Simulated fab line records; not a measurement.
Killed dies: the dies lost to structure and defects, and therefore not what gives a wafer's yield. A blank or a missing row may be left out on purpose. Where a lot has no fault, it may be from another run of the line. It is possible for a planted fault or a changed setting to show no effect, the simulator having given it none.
Split-lot study ; flow n5-finfet ; 21 wafers read across 7 lots, on a route 1938 steps long

== THE SPLIT ==
At N5_HKMG_FIN_HK_ALD_01 (deposits HfO2, target thk 1.6 nm, pulse time 3 s, purge time 3 s), the setting ald-cycles was moved away from the recipe's 30 on 6 of the 21 wafers read, by -16.7% to +10.0%. This setting was run at the recipe's value on the other wafers.

== FROM THE SPLIT TO THE READING: what the file shows between them, 3 steps ==
- N5_HKMG_FIN_DEVELOP_48: develop time 30 s (also split here: develop-time-s)
- N5_HKMG_FIN_WET_ETCH_82: etches La2O3 in dHCl, stops on HfO2, target depth 2 nm, rinse time 30 s
- N5_HKMG_FIN_ALD_36: deposits TiN, target thk 1 nm, pulse time 1 s, purge time 3 s

== THE READING ==
HK_THK, in nm, at N5_HKMG_FIN_THK_MEAS_70 (measures by xrf). A value of 1.613 nm with a standard deviation of 0.018 nm is what fault-free wafers of this fab line usually give.

wafer;tool, chamber at the split;ald-cycles as run;against the recipe;HK_THK, nm;against lot-mates on the recipe
L074.1;ald-hk-01, 0;25;-16.7%;1.378;-0.231
L074.2;ald-hk-01, 1,2;30;recipe;1.609;-
L074.3;ald-hk-01, 1,2;30;recipe;1.608;-
L079.2;ald-hk-02, 2,3;30;recipe;1.618;-
L079.3;ald-hk-02, 1;33;+10.0%;1.781;+0.169
L079.4;ald-hk-02, 2,3;30;recipe;1.606;-
L080.1;ald-hk-01, 1;28;-6.7%;1.493;-0.141
L080.2;ald-hk-01, 0;30;recipe;1.631;-
L080.5;ald-hk-01, 0;30;recipe;1.637;-
L082.1;ald-hk-01, 1;26;-13.3%;1.405;-0.212
L082.3;ald-hk-01, 2,0;30;recipe;1.607;-
L082.4;ald-hk-01, 2,0;30;recipe;1.627;-
L085.1;ald-hk-01, 3,2,1;30;recipe;1.611;-
L085.3;ald-hk-01, 3,2,1;30;recipe;1.599;-
L085.4;ald-hk-01, 3,2,1;30;recipe;1.616;-
L089.1;ald-hk-03, 2;32;+6.7%;1.701;+0.099
L089.3;ald-hk-03, 1;30;recipe;1.602;-
L089.5;ald-hk-03, 2;32;+6.7%;1.727;+0.125
L091.1;ald-hk-01, 3,1,0;30;recipe;1.596;-
L091.2;ald-hk-01, 3,1,0;30;recipe;1.611;-
L091.5;ald-hk-01, 3,1,0;30;recipe;1.618;-
The file does not say which wafer passed through which chamber wherever a row lists several chambers: such a row stands for several wafers.

FIT RESULTS
A straight line over all 21 wafers: HK_THK changes by +0.0153 nm for each +1% of ald-cycles; r = +0.99; the points scatter about the line by 0.013 nm.
The same after taking each lot's own level away (the mean of its wafers on the recipe; 21 wafers): +0.0157 nm for each +1%; r = +0.99; scatter 0.014 nm.
On that fit, the largest move of ald-cycles shifts the reading by 0.26 nm.
The span of the lots' own levels, 1.6020 to 1.6340 nm, comes to 1.8 times the standard deviation stated above.
So the lot-to-lot level changes the slope little: the two slopes agree.
Check: -0.283 nm against its lot-mates is what the line predicts for one of the wafers moved furthest among these (-16.7%) when that wafer is left out of the fit. It came out at -0.231 nm against them.

== THE OTHER SPLITS THESE WAFERS WENT THROUGH ==
Before the reading, these wafers also passed through other splits. Each is held against what the fit with the lots' levels taken away leaves over:
other split on the same wafers;wafers away from the commonest value;r with HK_THK (lot level and that fit taken away)
N5_SD_EPI_P_PEB_07 peb-time-s;4;+0.02
N5_SD_EPI_P_ETCH_36 bias-w;7;-0.29
N5_HKMG_FIN_DEVELOP_48 develop-time-s;7;-0.08

== FILE'S OWN FIT ==
HK_THK changes by +0.0156 nm for each +1% of ald-cycles, r = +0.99.
